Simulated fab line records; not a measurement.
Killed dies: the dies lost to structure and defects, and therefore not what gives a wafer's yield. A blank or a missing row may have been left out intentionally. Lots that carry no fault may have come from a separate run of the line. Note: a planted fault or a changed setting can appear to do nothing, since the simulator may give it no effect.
fab line records + flow nand_harc
[record]
- lots = 5
- wafers = 15
- last_day = 24
route steps=1159 shown P_GATE@155 END@1159
lots that met no fault: from a run of the same line without faults
start_h: hours from the record's opening day to when the first of the lot's shown wafers began + wait_h: hours from the lot's prior step to this one + " unchanged from the row above + L1.1+2: several wafers, shown together as one row + - no value present, or no start provided + * or withheld: withheld + < > ~ a bound
route shown NAME@n: names a module that has steps shown in the file, with the first one's number in the route + usual: mean and standard deviation over wafers with no fault + same: alike in all rows + chamber/n: place in a boat + sites: each site's reading + _std_site: standard deviation of those values + _edge_site: inner sites' mean taken away from outer sites' mean + radius_mm: for every site, how far away it sits from the centre of the wafer + mask NAME#n: copy n + behind: the last tool/chamber to shape the wafer + hold: what put the lot on hold/how long, in hours/how the hold closed + device: names the non-switching transistor (n, p or np) + end of line: the route-end tests of the same wafers + for a step that has no rows: nothing shown but its recipe + killed: not the wafer's yield, but the dies lost to structure and defects at the first sort + map: a wafer's dies, x killed, . not, _ none there
set.NAME: the setting the step ran with; set.NAME@STEP: the setting that earlier step ran with + model.NAME: the simulator's own value behind a step, which no gauge read
a table for each step, a row for each wafer; lots at some steps of the route
services: from which hour (start_h, from the record's first day; less than 0 if before it) a tool's chamber was out of use, for how many hours, and why
[[steps]]
[step NHARC_P_GATE_ALD_36]
[recipe]
- target_thk_a = 200
- pulse_time_s = 60
- ald_cycles = 223
- temp_c = 400
- material = SiNx
[usual]
- heater_power_w = 839/100
- precursor_pulse_height_rel = 0.999/0.021
| lot.wafer | tool       | chamber | start_h | wait_h | heater_power_w | precursor_pulse_height_rel |
|-----------|------------|---------|---------|--------|----------------|----------------------------|
| L994.4    | ald_sin-02 | 1       | 109.14  | -      | 767            | 0.996                      |
| L994.3    | "          | 2       | 110.20  | -      | 885            | 0.981                      |
| L994.2    | "          | 3       | 111.25  | -      | 710            | 0.974                      |
| L104.3    | ald_sin-02 | 2       | 170.83  | -      | 918            | 1.041                      |
| L104.4    | "          | 3       | 171.89  | -      | 741            | 0.990                      |
| L104.2    | "          | 0       | 172.95  | -      | 929            | 0.967                      |
| L108.3    | ald_sin-02 | 0       | 189.71  | -      | 912            | 0.998                      |
| L108.4    | "          | 2       | 191.83  | -      | 911            | 1.006                      |
| L108.5    | "          | 1       | 195.00  | -      | 756            | 1.010                      |
| L109.2    | ald_sin-01 | 1       | 195.37  | -      | 817            | 0.992                      |
| L109.5    | "          | 1       | 199.54  | -      | 811            | 1.019                      |
| L109.6    | "          | 2       | 200.59  | -      | 945            | 0.977                      |
| L115.2    | ald_sin-01 | 2       | 224.71  | -      | 971            | 0.997                      |
| L115.3    | "          | 3       | 225.75  | -      | 976            | 0.953                      |
| L115.4    | "          | 0       | 226.78  | -      | 733            | 1.011                      |
[step NHARC_P_GATE_ETCHBACK_37]
[recipe]
- target_depth_a = 345
- time_s = 17.2
- chf3_flow_sccm = 50
- o2_flow_sccm = 10
- ar_flow_sccm = 200
- rf_w = 500
- bias_w = 200
- chemistry = CHF3/O2
[usual]
- drypump_motor_current_A = 5.6/0.33
- oes_product_au = 0.95/0.04
- rf_vpp_V = 371.8/1.5
- showerhead_plenum_p_Torr = 2.46/0.06
- throttle_valve_pct = 20.572/0.0091
| lot.wafer | tool        | chamber | start_h | wait_h | drypump_motor_current_A | oes_product_au | rf_hours_counter_h | rf_vpp_V | showerhead_plenum_p_Torr | throttle_valve_pct |
|-----------|-------------|---------|---------|--------|-------------------------|----------------|--------------------|----------|--------------------------|--------------------|
| L994.2    | rie_diel-02 | 2       | -       | -      | 6.2                     | 0.90           | 26                 | 369.7    | 2.36                     | 20.571             |
| L994.3    | "           | 3       | "       | "      | 5.1                     | 1.01           | 23                 | 371.5    | 2.47                     | 20.560             |
| L994.4    | "           | 1       | "       | "      | 5.5                     | 0.93           | 25                 | 373.0    | 2.52                     | 20.585             |
| L104.4    | rie_diel-02 | 1       | -       | -      | 5.5                     | 0.92           | 3                  | 372.5    | 2.51                     | 20.564             |
| L104.2    | "           | 2       | "       | "      | 6.1                     | 0.91           | 4                  | 369.9    | 2.36                     | 20.572             |
| L104.3    | "           | 0       | "       | "      | 5.5                     | 0.91           | 3                  | 370.7    | 2.41                     | 20.562             |
| L108.3    | rie_diel-08 | 1       | -       | -      | 5.7                     | 1.00           | 20                 | 374.5    | 2.55                     | 20.574             |
| L108.4    | "           | 3       | "       | "      | 6.2                     | 1.00           | 23                 | 372.8    | 2.50                     | 20.593             |
| L108.5    | "           | 1       | "       | "      | 5.7                     | 1.00           | -                  | 373.5    | 2.55                     | 20.565             |
| L109.2    | rie_diel-02 | 0       | -       | -      | 5.5                     | 0.92           | 8                  | 370.9    | 2.41                     | 20.567             |
| L109.6    | "           | 0       | "       | "      | 5.5                     | 0.91           | -                  | 369.9    | 2.41                     | 20.574             |
| L109.5    | "           | 1       | "       | "      | 5.5                     | 0.92           | -                  | 373.6    | 2.51                     | 20.574             |
| L115.4    | rie_diel-02 | 1       | -       | -      | 5.5                     | 0.93           | 14                 | 372.9    | 2.51                     | 20.565             |
| L115.3    | "           | 2       | "       | "      | 6.2                     | 0.91           | 13                 | 369.6    | 2.36                     | 20.578             |
| L115.2    | "           | 3       | "       | "      | 5.1                     | 0.92           | 12                 | 371.6    | 2.47                     | 20.577             |
[step NHARC_P_GATE_STRIP_101]
[recipe]
- time_s = 20
- o2_flow_sccm = 500
- ar_flow_sccm = 0
- bias_w = 0
- chemistry = O2
[usual]
- drypump_motor_current_A = 5.7/0.34
- oes_product_au = 1.000/0.012
- rf_vpp_V = 58.0/0.97
- showerhead_plenum_p_Torr = 3.60/0.087
- throttle_valve_pct = 17.037/0.0093
| lot.wafer | tool        | chamber | start_h | wait_h | drypump_motor_current_A | oes_product_au | rf_hours_counter_h | rf_vpp_V | showerhead_plenum_p_Torr | throttle_valve_pct |
|-----------|-------------|---------|---------|--------|-------------------------|----------------|--------------------|----------|--------------------------|--------------------|
| L994.4    | rie_diel-02 | 1       | 118.93  | 0.2    | 5.6                     | 0.993          | 26                 | 59.3     | 3.70                     | 17.050             |
| L994.2    | "           | 3       | "       | "      | 5.1                     | 0.995          | 23                 | 58.6     | 3.63                     | 17.057             |
| L994.3    | "           | 0       | "       | "      | 5.5                     | 0.988          | 26                 | 57.6     | 3.55                     | 17.033             |
| L104.3    | rie_diel-02 | 0       | 179.40  | 0.1    | 5.5                     | 0.992          | 3                  | 58.5     | 3.55                     | 17.041             |
| L104.4    | "           | 1       | "       | "      | 5.5                     | 1.015          | 3                  | 57.2     | 3.69                     | 17.031             |
| L104.2    | "           | 2       | "       | "      | 6.2                     | 0.992          | 4                  | 59.0     | 3.47                     | 17.042             |
| L108.3    | rie_diel-08 | 3       | 199.42  | 0.1    | 6.2                     | 1.000          | 23                 | 58.1     | 3.67                     | 17.051             |
| L108.4    | "           | 1       | "       | "      | 5.7                     | 1.009          | 20                 | 58.3     | 3.74                     | 17.042             |
| L108.5    | "           | 3       | "       | "      | 6.2                     | 1.005          | -                  | 57.9     | 3.67                     | 17.045             |
| L109.2    | rie_diel-02 | 2       | 204.90  | 0.1    | 6.2                     | 0.984          | 8                  | 57.2     | 3.47                     | 17.030             |
| L109.5    | "           | 1       | "       | "      | 5.5                     | 1.013          | -                  | 59.0     | 3.69                     | 17.049             |
| L109.6    | "           | 2       | "       | "      | 6.1                     | 0.986          | -                  | 56.1     | 3.47                     | 17.045             |
| L115.4    | rie_diel-02 | 1       | 234.19  | 0.1    | 5.5                     | 1.008          | 14                 | 60.4     | 3.68                     | 17.043             |
| L115.3    | "           | 2       | "       | "      | 6.2                     | 0.979          | 13                 | 58.3     | 3.46                     | 17.034             |
| L115.2    | "           | 0       | "       | "      | 5.5                     | 0.991          | 13                 | 57.9     | 3.54                     | 17.033             |
[step NHARC_P_GATE_PRECLEAN_97]
[recipe]
- time_s = 600
- temp_c = 120
- chemistry = SPM
[step NHARC_P_GATE_SRD_98]
[step NHARC_P_GATE_PRECLEAN_99]
[recipe]
- time_s = *
- temp_c = 50
- bath_age_min = 0
- chemistry = SC1
[step NHARC_P_GATE_SRD_100]
[step NHARC_P_GATE_DEHYDRATE_38]
[recipe]
- temp_c = 150
- time_s = 120
[step NHARC_P_GATE_HMDS_39]
[recipe]
- time_s = 30
[step NHARC_P_GATE_COAT_40]
[recipe]
- spin_rpm = 3000
[step NHARC_P_GATE_SOFTBAKE_41]
[recipe]
- temp_c = 122
- time_s = 95
[step NHARC_P_GATE_EBR_42]
[step NHARC_P_GATE_EXPOSE_43]
[recipe]
- na = 0.6
- target_cd_nm = 720
- dose_mj = 14.81
- mask_id = P_NSD
[same]
- na = 0.6
| lot.wafer  | tool           | chamber | start_h | wait_h | mask       |
|------------|----------------|---------|---------|--------|------------|
| L994.2+3+4 | krf_scanner-02 | 0       | 119.70  | -      | P_NSD_R1#0 |
| L104.2+3+4 | krf_scanner-02 | 0       | 180.16  | -      | P_NSD#0    |
| L108.3+4+5 | krf_scanner-04 | 0       | 200.07  | -      | P_NSD#0    |
| L109.2+5+6 | krf_scanner-04 | 0       | 205.55  | -      | P_NSD#0    |
| L115.2+3+4 | krf_scanner-03 | 0       | 234.96  | -      | P_NSD#0    |
[step NHARC_P_GATE_PEB_44]
[recipe]
- peb_temp_c = 118
- peb_time_s = 85
[step NHARC_P_GATE_DEVELOP_45]
[recipe]
- time_s = 70
[step NHARC_P_GATE_CD_MEAS_46]
[recipe]
- target_cd_nm = 720
- landing_energy_ev = 500
[usual]
- cd_nm = 720.5/1.9
| lot.wafer | tool      | chamber | start_h | wait_h | cd_nm |
|-----------|-----------|---------|---------|--------|-------|
| L994.2    | cd_sem-01 | 0       | 119.85  | -      | 655.2 |
| L994.3    | "         | 0       | "       | "      | 654.0 |
| L994.4    | "         | 0       | "       | "      | 656.4 |
| L104.2    | cd_sem-01 | 0       | 180.32  | -      | 720.8 |
| L104.3    | "         | 0       | "       | "      | 721.3 |
| L104.4    | "         | 0       | "       | "      | 720.9 |
| L108.3    | cd_sem-01 | 0       | 200.22  | -      | 720.9 |
| L108.4    | "         | 0       | "       | "      | 722.4 |
| L108.5    | "         | 0       | "       | "      | 723.1 |
| L109.2    | cd_sem-02 | 0       | 205.70  | -      | 721.5 |
| L109.5    | "         | 0       | "       | "      | 719.2 |
| L109.6    | "         | 0       | "       | "      | 718.7 |
| L115.2    | cd_sem-02 | 0       | 235.11  | -      | 723.8 |
| L115.3    | "         | 0       | "       | "      | 722.5 |
| L115.4    | "         | 0       | "       | "      | 721.8 |
[step NHARC_P_GATE_HARDBAKE_47]
[recipe]
- temp_c = 125
- time_s = 80
[step NHARC_P_GATE_DESCUM_48]
[recipe]
- time_s = 3
- o2_flow_sccm = 200
- ar_flow_sccm = 0
- bias_power_w = 0
- chemistry = O2
[usual]
- drypump_motor_current_A = 5.6/0.36
- oes_product_au = 0.995/0.0097
- rf_vpp_V = 58.1/0.86
- showerhead_plenum_p_Torr = 1.95/0.049
- throttle_valve_pct = 11.311/0.0091
| lot.wafer | tool        | chamber | start_h | wait_h | drypump_motor_current_A | oes_product_au | rf_hours_counter_h | rf_vpp_V | showerhead_plenum_p_Torr | throttle_valve_pct | model.P_GATE.cd_nm |
|-----------|-------------|---------|---------|--------|-------------------------|----------------|--------------------|----------|--------------------------|--------------------|--------------------|
| L994.2    | rie_diel-02 | 3       | 120.01  | -      | 5.1                     | 0.992          | 23                 | 59.8     | 1.97                     | 11.317             | 655.5              |
| L994.3    | "           | 0       | "       | "      | 5.5                     | 1.005          | 26                 | 58.1     | 1.93                     | 11.302             | 653.8              |
| L994.4    | "           | 1       | "       | "      | 5.5                     | 0.993          | 26                 | 58.4     | 2.01                     | 11.322             | 656.2              |
| L104.3    | rie_diel-08 | 0       | 180.50  | -      | 5.2                     | 1.019          | 17                 | 58.1     | 1.89                     | 11.325             | 721.5              |
| L104.2    | "           | 2       | "       | "      | 5.5                     | 0.999          | 19                 | 58.2     | 2.03                     | 11.320             | 721.1              |
| L104.4    | "           | 2       | "       | "      | 5.5                     | 0.986          | -                  | 57.7     | 2.03                     | 11.320             | 721.3              |
| L108.3    | rie_diel-02 | 2       | 200.40  | -      | 6.2                     | 0.989          | 7                  | 57.8     | 1.88                     | 11.317             | 721.1              |
| L108.4    | "           | 3       | "       | "      | 5.2                     | 0.992          | 7                  | 58.7     | 1.97                     | 11.319             | 721.7              |
| L108.5    | "           | 1       | "       | "      | 5.5                     | 1.002          | -                  | 57.6     | 2.01                     | 11.319             | 723                |
| L109.2    | rie_diel-02 | 2       | 205.87  | -      | 6.2                     | 0.983          | 8                  | 57.8     | 1.88                     | 11.326             | 721.7              |
| L109.6    | "           | 2       | "       | "      | 6.2                     | 0.982          | -                  | 59.4     | 1.88                     | 11.316             | 719.1              |
| L109.5    | "           | 3       | "       | "      | 5.1                     | 0.999          | -                  | 58.3     | 1.97                     | 11.309             | 718.9              |
| L115.2    | rie_diel-02 | 2       | 235.27  | -      | 6.2                     | 0.983          | 13                 | 58.5     | 1.88                     | 11.310             | 723.9              |
| L115.4    | "           | 3       | "       | "      | 5.1                     | 1.002          | 12                 | 58.3     | 1.97                     | 11.321             | 721.3              |
| L115.3    | "           | 1       | "       | "      | 5.5                     | 1.012          | 14                 | 58.7     | 2.01                     | 11.304             | 722.2              |
[step NHARC_P_GATE_IMPLANT_49]
[recipe]
- energy_kev = 30
- dose_cm2 = 3e+15
- tilt_deg = 7
[step NHARC_END_SORT_01]
[recipe]
- temp_c = 25
[usual]
- killed_at_array = 28/8.6
- killed_at_other = 0.7/1.2
- killed_at_periphery = 3.1/2.3
- killed_dies = 32/8.7
- killed_open = 3.2/1.7
- killed_short = 2.0/1.5
[same]
- gross_dies = 677
| lot.wafer | tool      | chamber | start_h | wait_h | killed_at_array | killed_at_other | killed_at_periphery | killed_dies | killed_open | killed_short |
|-----------|-----------|---------|---------|--------|-----------------|-----------------|---------------------|-------------|-------------|--------------|
| L994.2    | prober-01 | 0       | 445.13  | 2.8    | 26              | 3               | 4                   | 33          | 3           | 2            |
| L994.3    | prober-01 | 0       | 445.92  | 3.1    | 22              | 3               | 8                   | 33          | 1           | 2            |
| L994.4    | prober-01 | 0       | 446.72  | 3.4    | 23              | 1               | 4                   | 28          | 5           | 1            |
| L109.2    | prober-01 | 0       | 542.13  | 2.8    | 39              | 0               | 0                   | 39          | 3           | 4            |
| L109.5    | prober-01 | 0       | 544.55  | 3.7    | 27              | 1               | 2                   | 30          | 3           | 2            |
| L109.6    | prober-01 | 0       | 545.35  | 4.0    | 25              | 0               | 2                   | 27          | 4           | 0            |
// killed by level:class
L994.2 A_SLIT:chamber_film_flake=11 P_GATE:chamber_film_flake=3 A_SGD_CUT:chamber_film_flake=3 THIN_TSV:chamber_film_flake=3 A_ZERO_WELL:chamber_film_flake=2 A_CHANNEL_HOLE_D1:chamber_film_flake=2 A_CONTACT:chamber_film_flake=2 A_ONON_D1:geometric_particle:open=1
L994.3 A_SLIT:chamber_film_flake=11 A_SGD_CUT:chamber_film_flake=7 P_GATE:chamber_film_flake=3 THIN_TSV:chamber_film_flake=3 P_GATE:area_expose=2 P_GATE:geometric_particle:open=1 P_CONTACT:geometric_particle:short=1 A_CONTACT:geometric_particle:short=1
L994.4 A_SLIT:chamber_film_flake=6 A_CHANNEL_HOLE_D1:chamber_film_flake=4 A_CONTACT:chamber_film_flake=4 A_STAIRCASE:chamber_film_flake=3 A_SGD_CUT:chamber_film_flake=3 P_STI:geometric_particle:short=1 P_GATE:geometric_particle:open=1 P_M1:geometric_particle:open=1
L109.2 A_SLIT:chamber_film_flake=16 A_CONTACT:chamber_film_flake=8 A_CHANNEL_HOLE_D1:chamber_film_flake=4 A_STAIRCASE:chamber_film_flake=4 A_ONON_D1:geometric_particle:short=2 A_ONON_D1:geometric_particle:open=1 A_CHANNEL_FILL_D1:geometric_particle:short=1 A_WL_FILL:geometric_particle:open=1
L109.5 A_SLIT:chamber_film_flake=10 A_CHANNEL_HOLE_D1:chamber_film_flake=7 A_ONON_D1:geometric_particle:open=3 A_CONTACT:chamber_film_flake=3 A_STAIRCASE:chamber_film_flake=2 P_STI:geometric_particle:short=1 A_ONON_D1:geometric_particle:short=1 P_STI:chamber_film_flake=1
L109.6 A_SLIT:chamber_film_flake=14 A_CHANNEL_HOLE_D1:chamber_film_flake=6 P_ZERO_WELL:chamber_film_flake=2 A_ONON_D1:geometric_particle:open=1 A_CHANNEL_FILL_D1:geometric_particle:open=1 A_M0:geometric_particle:open=1 A_M1:geometric_particle:open=1 A_CONTACT:chamber_film_flake=1
[[services]]
| tool           | chamber | start_h | hours | kind       |
|----------------|---------|---------|-------|------------|
| rie_diel-02    | 3       | 93.50   | 17.5  | repair     |
| krf_scanner-02 | -       | 95.54   | 1.6   | repair     |
| rie_diel-02    | 0       | 105.52  | -     | clean      |
| rie_diel-02    | 1       | 105.52  | -     | clean      |
| rie_diel-02    | 2       | 105.52  | -     | clean      |
| rie_diel-08    | -       | 124.82  | 9.0   | pm         |
| ald_sin-01     | -       | 124.98  | 0.6   | repair     |
| krf_scanner-04 | -       | 126.00  | 4.0   | pm         |
| rie_diel-02    | 0       | 130.08  | -     | clean      |
| rie_diel-02    | 1       | 130.08  | -     | clean      |
| rie_diel-02    | 2       | 130.08  | -     | clean      |
| rie_diel-02    | 3       | 130.08  | -     | clean      |
| rie_diel-08    | 1       | 137.29  | 2.1   | repair     |
| rie_diel-02    | -       | 140.44  | 1.9   | repair     |
| krf_scanner-02 | -       | 148.92  | 0.8   | repair     |
| rie_diel-02    | -       | 150.83  | 9.0   | pm         |
| rie_diel-02    | 0       | 150.83  | 9.0   | vent_cycle |
| ald_sin-02     | 3       | 162.37  | 2.6   | repair     |
| krf_scanner-03 | -       | 168.00  | 4.0   | pm         |
| rie_diel-08    | 1       | 174.15  | 12.8  | repair     |
| krf_scanner-02 | -       | 203.03  | 1.1   | repair     |
| krf_scanner-02 | -       | 210.00  | 4.0   | pm         |
| ald_sin-01     | 3       | 212.88  | 4.2   | repair     |
| krf_scanner-02 | -       | 214.07  | 8.1   | repair     |
[[key]]
[first_sign]
- step = NHARC_P_GATE_EXPOSE_43
- reading = mask
- direction = changed
[effect]
- step = NHARC_P_GATE_CD_MEAS_46
- reading = cd_nm
- direction = down
- sigmas = 34
- usual = 720.5
- struck = 655.2
[model_effect]
- step = NHARC_P_GATE_DESCUM_48
- value = P_GATE.cd_nm
- without = 719
- struck = 655.2
met_at NHARC_P_GATE_EXPOSE_43
struck_wafers L994.2,L994.3,L994.4
tester_left_out L994
[fault]
- kind = wrong_mask
- tool = any
- chamber = -
- onset_h = 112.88
- steps = NHARC_P_GATE_EXPOSE_43
- aux_copy = P_NSD_R1#0
- cd_offset_nm = -63.828
- scope = struck_lots_only
// tester_left_out: of these lots the tester's yield and bins aren't shown, on N5 and GAA mostly nor the transistor test; their killed dies are dies lost to structure and defects alone, not to doping, threshold or leakage, so they don't give the yield
